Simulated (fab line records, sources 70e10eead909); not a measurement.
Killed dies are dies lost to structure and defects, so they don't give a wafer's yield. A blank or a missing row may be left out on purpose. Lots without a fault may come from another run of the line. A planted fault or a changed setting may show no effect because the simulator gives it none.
Chamber matching | flow nand_harc | NHARC_A_STAIRCASE_DEP_471 on pecvd-03: 3 sister chambers
The step deposits SiO2, target thk 100 nm. 6 wafers are shown with their chamber, then 11 later ones without.

WAFERS WITH THEIR CHAMBER
wafer  | chamber | throttle_valve_pct (%) | heater_power_w (W)
L087.6 | 0       | 15.6                   | 593
L091.5 | 2       | 16.5                   | 695
L089.4 | 0       | 15.4                   | 696
L089.5 | 2       | 16.7                   | 621
L089.6 | 1       | 15.4                   | 473
L093.1 | 1       | 15.3                   | 503

WAFERS WITHOUT THEIR CHAMBER
wafer  | throttle_valve_pct (%) | heater_power_w (W)
L093.5 | 16.4                   | 608
L093.6 | 15.5                   | 513
L094.2 | 15.5                   | 655
L094.4 | 15.8                   | 660
L094.6 | 16.9                   | 623
L095.3 | 15.6                   | 665
L095.5 | 16.5                   | 676
L095.6 | 15.1                   | 486
L097.2 | 15.3                   | 409
L097.3 | 15.4                   | 598
L097.5 | 15.2                   | 416

WHICH CHAMBER EACH WENT THROUGH
wafer  | from the rows above     | in truth
L093.5 | 2                       | 2
L093.6 | can't be placed: 1 or 0 | 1
L094.2 | 0                       | 0
L094.4 | 0                       | 0
L094.6 | 2                       | 2
L095.3 | 0                       | 0
L095.5 | 2                       | 2
L095.6 | 1                       | 1
L097.2 | 1                       | 1
L097.3 | can't be placed: 0 or 1 | 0
L097.5 | 1                       | 1
Placed correctly: 9 of 11. Can't be placed from these rows: 2 (the true chamber is among the candidates in 2). Placed wrongly: 0.
How it was worked out, from the rows above alone: a wafer's distance from a chamber is the root of the sum, over the readings, of the square of ((its reading less the chamber's mean) divided by the reading's scatter). The wafer belongs to the nearest chamber; if the next one is less than 2 further off, it can't be placed. A chamber's mean is the mean of its shown wafers. The scatter: the root of (the sum of the squares of (reading less its chamber's mean) over the shown wafers, divided by (wafers less chambers)).
